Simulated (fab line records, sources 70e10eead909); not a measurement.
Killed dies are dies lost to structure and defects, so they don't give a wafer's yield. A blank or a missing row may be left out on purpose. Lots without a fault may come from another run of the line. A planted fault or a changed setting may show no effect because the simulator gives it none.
Which tool did it? | flow nand_harc | 12 lots, 36 wafers sampled, at 5 steps of a route of 1159

WHAT THE GAUGES READ, wafer by wafer
NHARC_END_SORT_01. Usual: killed_at_array 29, standard deviation 12; killed_at_other 0.7, standard deviation 1; killed_at_periphery 4, standard deviation 3.2; killed_dies 34, standard deviation 12; killed_open 3.4, standard deviation 2; killed_short 1.8, standard deviation 1.3.
lot  | measured     | on        | killed_at_array | killed_at_other | killed_at_periphery | killed_dies | killed_open | killed_short | flag
L476 | day 20 12:40 | prober-02 | 19 20 20        | 0 0 0           | 0 2 3               | 19 22 23    | 3 2 2       | 1 0 0        |
L481 | day 21 02:13 | prober-01 | 25 27 21        | 1 1 0           | 1 2 3               | 27 30 24    | 4 4 7       | 2 4 2        |
L484 | day 21 17:17 | prober-01 | 36 34 35        | 0 0 0           | 3 3 2               | 39 37 37    | 1 3 2       | 2 1 2        |

WHICH TOOL RAN EACH LOT (tool, then ch and the chambers of the sampled wafers, then the start)
lot  | NHARC_A_SLIT_ETCH_26             | NHARC_A_WL_FILL_ALD_10           | NHARC_A_WL_FILL_ETCHBACK_16                   | NHARC_A_WL_FILL_ETCHBACK_26
L474 | har_etch-01 ch 0,1, day 14 22:41 | ald_hk-01 ch 0,1, day 15 23:37   | rie_diel-10 ch 1,2, day 16 09:47 or earlier   | rie_si-05 ch 1,2, day 16 09:47
L475 | har_etch-02 ch 0,1, day 14 22:53 | ald_hk-04 ch 0,3, day 16 00:07   | rie_diel-03 ch 1,3, day 16 09:47 or earlier   | rie_si-04 ch 0,3, day 16 09:47
L477 | har_etch-02 ch 0,1, day 15 08:34 | ald_hk-02 ch 0,2,3, day 16 03:54 | rie_diel-09 ch 1,2,3, day 16 13:56 or earlier | rie_si-04 ch 0,2,3, day 16 13:56
L476 | har_etch-01 ch 0,1, day 15 09:49 | ald_hk-01 ch 1,2,3, day 16 04:25 | rie_diel-03 ch 1,2,3, day 16 13:56 or earlier | rie_si-02 ch 0,1,3, day 16 13:56
L478 | har_etch-02 ch 0,1, day 15 10:13 | ald_hk-02 ch 1,2,3, day 16 10:05 | rie_diel-10 ch 1,2,3, day 16 19:36 or earlier | rie_si-02 ch 0,1,2, day 16 19:36
L481 | har_etch-01 ch 0,1, day 15 22:01 | ald_hk-01 ch 1,3, day 16 20:31   | rie_diel-03 ch 2,3, day 17 06:06 or earlier   | rie_si-04 ch 0,1,2, day 17 06:06
L479 | har_etch-01 ch 0,1, day 16 06:29 | ald_hk-01 ch 0,1,3, day 17 07:52 | rie_diel-10 ch 0,2,3, day 17 18:01 or earlier | rie_si-05 ch 0,1,3, day 17 18:01
L483 | har_etch-02 ch 0,1, day 16 16:13 | ald_hk-02 ch 0,1,2, day 17 19:37 | rie_diel-09 ch 0,2, day 18 05:36 or earlier   | rie_si-05 ch 0,1,3, day 18 05:36
L484 | har_etch-02 ch 0,1, day 17 05:02 | ald_hk-02 ch 0,3, day 18 05:28   | rie_diel-10 ch 0,1,2, day 18 15:08 or earlier | rie_si-02 ch 0,3, day 18 15:08
L491 | har_etch-02 ch 0,1, day 19 00:37 | ald_hk-04 ch 1,2, day 19 21:19   | rie_diel-09 ch 0,2,3, day 20 10:31 or earlier | rie_si-05 ch 0,1, day 20 10:31
L492 | har_etch-01 ch 0,1, day 19 05:17 | ald_hk-01 ch 0,2,3, day 20 03:07 | rie_diel-03 ch 1,2,3, day 20 13:23 or earlier | rie_si-05 ch 0,2,3, day 20 13:23
L497 | har_etch-02 ch 0,1, day 20 00:40 | ald_hk-02 ch 1,2,3, day 20 19:36 | rie_diel-10 ch 1,2,3, day 21 05:38 or earlier | rie_si-04 ch 0,2,3, day 21 05:38
- NHARC_A_SLIT_ETCH_26: etches the open film in C4F8/O2/Ar, time 90 s, target depth 400 nm.
- NHARC_A_WL_FILL_ALD_10: deposits SiO2, target thk 50 nm, pulse time 10 s, ald cycles 500.
- NHARC_A_WL_FILL_ETCHBACK_16: etches the open film in C4F8/O2/Ar, target depth 88 nm, time 17.6 s.
- NHARC_A_WL_FILL_ETCHBACK_26: etches the open film in HBr, target depth 52 nm, time 13.3 s.

WHAT THE TOOLS THEMSELVES READ (means of the sampled wafers that have a number; where no wafer has one, the mark that the record gives instead)
NHARC_A_SLIT_ETCH_26. Usual: bias_v 401 V, standard deviation 3.6; chamber_pressure_mTorr 25.000 mTorr, standard deviation 0.021; drypump_motor_current_A 5.6 A, standard deviation 0.35; showerhead_plenum_p_Torr 3.74 Torr, standard deviation 0.15; throttle_valve_pct 27.619 %, standard deviation 0.0085.
lot  | tool        | bias_v (V) | chamber_pressure_mTorr (mTorr) | drypump_motor_current_A (A) | showerhead_plenum_p_Torr (Torr) | throttle_valve_pct (%) | flag
L474 | har_etch-01 | 401        | 24.995                         | 5.4                         | 3.84                            | 27.620                 |
L475 | har_etch-02 | 400        | 24.995                         | 5.7                         | 3.76                            | 27.616                 |
L477 | har_etch-02 | 395        | 25.014                         | 5.6                         | 3.64                            | 27.618                 |
L476 | har_etch-01 | 405        | 25.000                         | 5.4                         | 3.83                            | 27.616                 |
L478 | har_etch-02 | 400        | 25.003                         | 5.7                         | 3.76                            | 27.622                 |
L481 | har_etch-01 | 397        | 25.008                         | 5.5                         | 3.83                            | 27.619                 |
L479 | har_etch-01 | 402        | 24.996                         | 5.4                         | 3.83                            | 27.619                 |
L483 | har_etch-02 | 400        | 24.988                         | 5.7                         | 3.75                            | 27.622                 |
L484 | har_etch-02 | 400        | 24.987                         | 5.6                         | 3.63                            | 27.612                 |
L491 | har_etch-02 | 397        | 25.018                         | 5.6                         | 3.62                            | 27.611                 |
L492 | har_etch-01 | 400        | 24.984                         | 5.5                         | 3.81                            | 27.631                 |
L497 | har_etch-02 | 401        | 24.995                         | 5.6                         | 3.62                            | 27.622                 |

NHARC_A_WL_FILL_ALD_10. Usual: heater_power_w 469 W, standard deviation 37; precursor_pulse_height_rel 1.000, standard deviation 0.019.
lot  | tool      | heater_power_w (W) | precursor_pulse_height_rel | flag
L474 | ald_hk-01 | 492                | 1.012                      |
L475 | ald_hk-04 | 468                | 0.994                      |
L477 | ald_hk-02 | 444                | 1.007                      |
L476 | ald_hk-01 | 483                | 0.983                      |
L478 | ald_hk-02 | 478                | 0.984                      |
L481 | ald_hk-01 | 488                | 1.002                      |
L479 | ald_hk-01 | 483                | 0.986                      |
L483 | ald_hk-02 | 461                | 0.995                      |
L484 | ald_hk-02 | 454                | 0.990                      |
L491 | ald_hk-04 | 437                | 1.001                      |
L492 | ald_hk-01 | 458                | 0.998                      |
L497 | ald_hk-02 | 490                | 0.993                      |

NHARC_A_WL_FILL_ETCHBACK_16. Usual: chamber_pressure_mTorr 25.001 mTorr, standard deviation 0.024; oes_product_au 0.984 a.u., standard deviation 0.026; rf_vpp_V 722 V, standard deviation 3.3.
lot  | tool        | chamber_pressure_mTorr (mTorr) | oes_product_au (a.u.) | rf_vpp_V (V) | flag
L474 | rie_diel-10 | 25.003                         | 1.003                 | 720          |
L475 | rie_diel-03 | 25.005                         | 0.993                 | 727          |
L477 | rie_diel-09 | 24.999                         | 0.997                 | 722          |
L476 | rie_diel-03 | 24.998                         | 0.995                 | 725          |
L478 | rie_diel-10 | 24.974                         | 0.999                 | 720          |
L481 | rie_diel-03 | 25.002                         | 0.993                 | 725          |
L479 | rie_diel-10 | 25.006                         | 0.967                 | 720          |
L483 | rie_diel-09 | 25.015                         | 0.927                 | 720          |
L484 | rie_diel-10 | 25.010                         | 0.975                 | 721          |
L491 | rie_diel-09 | 24.980                         | 0.997                 | 720          |
L492 | rie_diel-03 | 24.995                         | 1.006                 | 725          |
L497 | rie_diel-10 | 24.991                         | 0.999                 | 720          |

NHARC_A_WL_FILL_ETCHBACK_26. Usual: chamber_pressure_mTorr 15.001 mTorr, standard deviation 0.013; drypump_motor_current_A 5.7 A, standard deviation 0.52; oes_product_au 0.999 a.u., standard deviation 0.0072; throttle_valve_pct 23.267 %, standard deviation 0.0088.
lot  | tool      | chamber_pressure_mTorr (mTorr) | drypump_motor_current_A (A) | oes_product_au (a.u.) | throttle_valve_pct (%) | flag
L474 | rie_si-05 | 15.012                         | 5.1                         | 1.009                 | 23.268                 |
L475 | rie_si-04 | 14.999                         | 5.7                         | 1.001                 | 23.265                 |
L477 | rie_si-04 | 15.004                         | 5.6                         | 1.008                 | 23.265                 |
L476 | rie_si-02 | 15.008                         | 5.6                         | 1.002                 | 23.252                 |
L478 | rie_si-02 | 15.000                         | 5.8                         | 1.000                 | 23.270                 |
L481 | rie_si-04 | 14.995                         | 5.6                         | 0.998                 | 23.265                 |
L479 | rie_si-05 | 15.001                         | 5.8                         | 1.001                 | 23.269                 |
L483 | rie_si-05 | 14.989                         | 5.8                         | 1.001                 | 23.267                 |
L484 | rie_si-02 | 14.988                         | 5.3                         | 0.999                 | 23.269                 |
L491 | rie_si-05 | 15.009                         | 6.0                         | 0.888                 | 23.272                 | OFF
L492 | rie_si-05 | 14.990                         | 5.7                         | 0.943                 | 23.262                 | OFF
L497 | rie_si-04 | 15.001                         | 5.6                         | 0.991                 | 23.269                 |

THE ANSWER, worked out from the rows above alone
Rule: a lot is off if the mean of its wafers that have a number lies more than 3 standard deviations from the usual mean. A lot without any number at a reading at which 4 lots or more have one is off too. The other lots that the step has rows for count as sound. The gauges are gone through in route order, then the tools' own readings, and for those a lot's mean is taken as printed above. The first step at which some lot is off is used, and at that step the reading that is off furthest; a lot without a number counts as furthest.
Off: L491, L492, at NHARC_A_WL_FILL_ETCHBACK_26 (oes_product_au).
A tool fits if, at that step or a process step before it, it ran every lot that is off, and no sound lot after the first of them. NHARC_A_WL_FILL_ETCHBACK_16 gives no start for some lots, so the hours and the order of its lots are those of NHARC_A_WL_FILL_ETCHBACK_26. One fits: rie_si-05 at NHARC_A_WL_FILL_ETCHBACK_26. Its last sound lot is L483 (day 18 05:36), its first lot that is off L491 (day 20 10:31): a fault that began between those two fits.
The tool's own readings at NHARC_A_WL_FILL_ETCHBACK_26 bear it out: on the lots that are off they differ by more than 5 times the standard deviation of the sound lots' means. oes_product_au reads 0.915 a.u. there against 1.001 a.u. on the sound lots.

WHAT THE SIMULATOR HAD PUT IN
Process parameter drift: rie_si-05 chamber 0, from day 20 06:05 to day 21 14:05, at NHARC_A_WL_FILL_ETCHBACK_26. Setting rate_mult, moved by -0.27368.
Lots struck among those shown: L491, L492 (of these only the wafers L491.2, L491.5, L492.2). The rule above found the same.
